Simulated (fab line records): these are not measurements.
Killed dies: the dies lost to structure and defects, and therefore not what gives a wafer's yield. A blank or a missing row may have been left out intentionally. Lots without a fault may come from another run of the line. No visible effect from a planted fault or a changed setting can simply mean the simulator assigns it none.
Matching of chambers | flow n5Finfet | 4 sister chambers for N5_BEOL_M2_STRIP_19 on rieDiel-01
The step strips in O2. 24 wafers are shown with their chamber, then 12 later ones without.

EACH WAFER AND ITS CHAMBER
wafer  | chamber | drypumpMotorCurrentA (A) | showerheadPlenumPTorr (Torr) | oesProductAu (a.u.)
L074.1 | 0       | 6.2                      | 2.09                         | 0.81
L074.2 | 1       | 5.9                      | 2.23                         | 0.83
L074.3 | 3       | 5.2                      | 1.97                         | 0.66
L074.4 | 0       | 6.2                      | 2.09                         | 0.81
L074.5 | 1       | 5.9                      | 2.23                         | 0.82
L074.6 | 3       | 5.2                      | 1.97                         | 0.65
L078.2 | 1       | 5.9                      | 2.23                         | 0.79
L078.4 | 1       | 5.9                      | 2.23                         | 0.80
L078.5 | 0       | 6.2                      | 2.09                         | 0.79
L081.2 | 3       | 5.1                      | 2.23                         | 0.96
L081.4 | 1       | 5.9                      | 2.22                         | 0.79
L081.5 | 3       | 5.1                      | 2.23                         | 0.97
L084.1 | 0       | 6.2                      | 2.08                         | 0.77
L084.3 | 3       | 5.1                      | 2.23                         | 0.95
L084.4 | 2       | 6.2                      | 2.12                         | 0.94
L083.2 | 3       | 5.1                      | 2.23                         | 0.94
L083.4 | 0       | 6.2                      | 2.08                         | 0.76
L083.5 | 3       | 5.1                      | 2.23                         | 0.94
L085.3 | 2       | 6.2                      | 2.12                         | 0.93
L085.5 | 3       | 5.1                      | 2.23                         | 0.93
L085.6 | 0       | 6.2                      | 2.08                         | 0.78
L086.1 | 1       | 5.9                      | 2.22                         | 0.77
L086.2 | 0       | 6.2                      | 2.08                         | 0.77
L086.5 | 1       | 5.9                      | 2.22                         | 0.78

SIGNATURES, as means of the wafers listed above
reading               | chamber 0 | chamber 1 | chamber 2 | chamber 3 | scatter within a chamber
drypumpMotorCurrentA  | 6.200     | 5.900     | 6.200     | 5.125     | 0.0274
showerheadPlenumPTorr | 2.0843    | 2.2257    | 2.1200    | 2.1650    | 0.0713
oesProductAu          | 0.7843    | 0.7971    | 0.9350    | 0.8750    | 0.0823
Rule: distance of a wafer from a chamber = root of the sum over the readings of ((wafer's reading minus chamber's mean) / reading's scatter) squared. The wafer belongs to the nearest chamber; if the next one is less than 2 further off, it can't be placed. The scatter: take each reading less its chamber's mean, square it, sum over the shown wafers, divide by the number of wafers less the number of chambers, and take the root.

WAFERS WITHOUT THEIR CHAMBER
wafer  | drypumpMotorCurrentA (A) | showerheadPlenumPTorr (Torr) | oesProductAu (a.u.)
L087.2 | 5.1                      | 2.23                         | 0.91
L087.4 | 5.9                      | 2.22                         | 0.76
L087.6 | 6.2                      | 2.12                         | 0.93
L090.1 | 6.2                      | 2.08                         | 0.77
L090.2 | 5.9                      | 2.22                         | 0.77
L090.3 | 5.1                      | 2.22                         | 0.89
L090.4 | 6.2                      | 2.12                         | 0.91
L090.5 | 6.2                      | 2.12                         | 0.92
L090.6 | 5.9                      | 2.22                         | 0.77
L094.4 | 6.2                      | 2.08                         | 0.75
L094.5 | 6.2                      | 2.11                         | 0.91
L094.6 | 5.1                      | 2.22                         | 0.89

WHICH CHAMBER EACH ONE RAN IN
wafer  | from the rows above     | in truth
L087.2 | 3                       | 3
L087.4 | 1                       | 1
L087.6 | can't be placed: 2 or 0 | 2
L090.1 | can't be placed: 0 or 2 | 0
L090.2 | 1                       | 1
L090.3 | 3                       | 3
L090.4 | can't be placed: 2 or 0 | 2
L090.5 | can't be placed: 2 or 0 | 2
L090.6 | 1                       | 1
L094.4 | can't be placed: 0 or 2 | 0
L094.5 | can't be placed: 2 or 0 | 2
L094.6 | 3                       | 3
Correct placement for 6 of the 12. These rows do not allow placing 6 (true chamber among the candidates in 6). Wrongly placed: 0.
